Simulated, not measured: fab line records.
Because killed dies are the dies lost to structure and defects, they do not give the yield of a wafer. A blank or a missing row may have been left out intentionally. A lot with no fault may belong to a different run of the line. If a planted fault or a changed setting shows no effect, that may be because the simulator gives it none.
Matching of chambers + flow n5_finfet + N5_BEOL_M14_DEP_53 on pecvd-04: 3 sister chambers
The step deposits SiCN from 3MS/NH3, target thk 50 nm, time 17.8 s. 14 wafers are shown with their chamber, then 7 later ones without.

== WAFERS WITH THEIR CHAMBER ==
| wafer  | chamber | throttle_valve_pct (%) | showerhead_plenum_p_Torr (Torr) |
|--------|---------|------------------------|---------------------------------|
| L081.2 | 0       | 18.4                   | 4.166                           |
| L081.3 | 1       | 20.1                   | 4.143                           |
| L081.4 | 2       | 17.3                   | 4.116                           |
| L084.3 | 2       | 17.3                   | 4.127                           |
| L084.5 | 2       | 17.2                   | 4.124                           |
| L084.6 | 1       | 20.0                   | 4.151                           |
| L085.3 | 0       | 18.5                   | 4.150                           |
| L085.4 | 0       | 18.7                   | 4.160                           |
| L085.6 | 1       | 20.1                   | 4.146                           |
| L089.2 | 0       | 18.6                   | 4.160                           |
| L089.3 | 2       | 17.4                   | 4.122                           |
| L089.5 | 1       | 20.1                   | 4.148                           |
| L090.4 | 2       | 17.2                   | 4.123                           |
| L090.5 | 0       | 18.7                   | 4.156                           |

SIGNATURES, as means of the wafers listed above
| reading                  | chamber 0 | chamber 1 | chamber 2 | scatter within a chamber |
|--------------------------|-----------|-----------|-----------|--------------------------|
| throttle_valve_pct       | 18.580    | 20.075    | 17.280    | 0.097                    |
| showerhead_plenum_p_Torr | 4.15840   | 4.14700   | 4.12240   | 0.00466                  |
Rule: for each reading, subtract the chamber's mean from the wafer's reading, divide by that reading's scatter and square the result; add these up over the readings and take the root, which gives the wafer's distance from the chamber. The wafer belongs to the nearest chamber; if the next one is less than 2 further off, it can't be placed. How the scatter is found: for the shown wafers, subtract from each reading the mean of its chamber, square and add these, divide the total by (wafers less chambers), then take the root.

== WAFERS MISSING THEIR CHAMBER ==
| wafer  | throttle_valve_pct (%) | showerhead_plenum_p_Torr (Torr) |
|--------|------------------------|---------------------------------|
| L090.6 | 19.9                   | 4.149                           |
| L094.1 | 18.5                   | 4.155                           |
| L094.2 | 17.5                   | 4.126                           |
| L094.6 | 17.4                   | 4.118                           |
| L097.1 | 20.1                   | 4.152                           |
| L097.2 | 17.6                   | 4.113                           |
| L097.4 | 20.1                   | 4.141                           |

== WHICH CHAMBER EACH WENT THROUGH ==
| wafer  | from the rows above | in truth |
|--------|---------------------|----------|
| L090.6 | 1                   | 1        |
| L094.1 | 0                   | 0        |
| L094.2 | 2                   | 2        |
| L094.6 | 2                   | 2        |
| L097.1 | 1                   | 1        |
| L097.2 | 2                   | 2        |
| L097.4 | 1                   | 1        |
Correct placement for 7 of the 7. From these rows, 0 cannot be placed. Wrongly placed: 0.
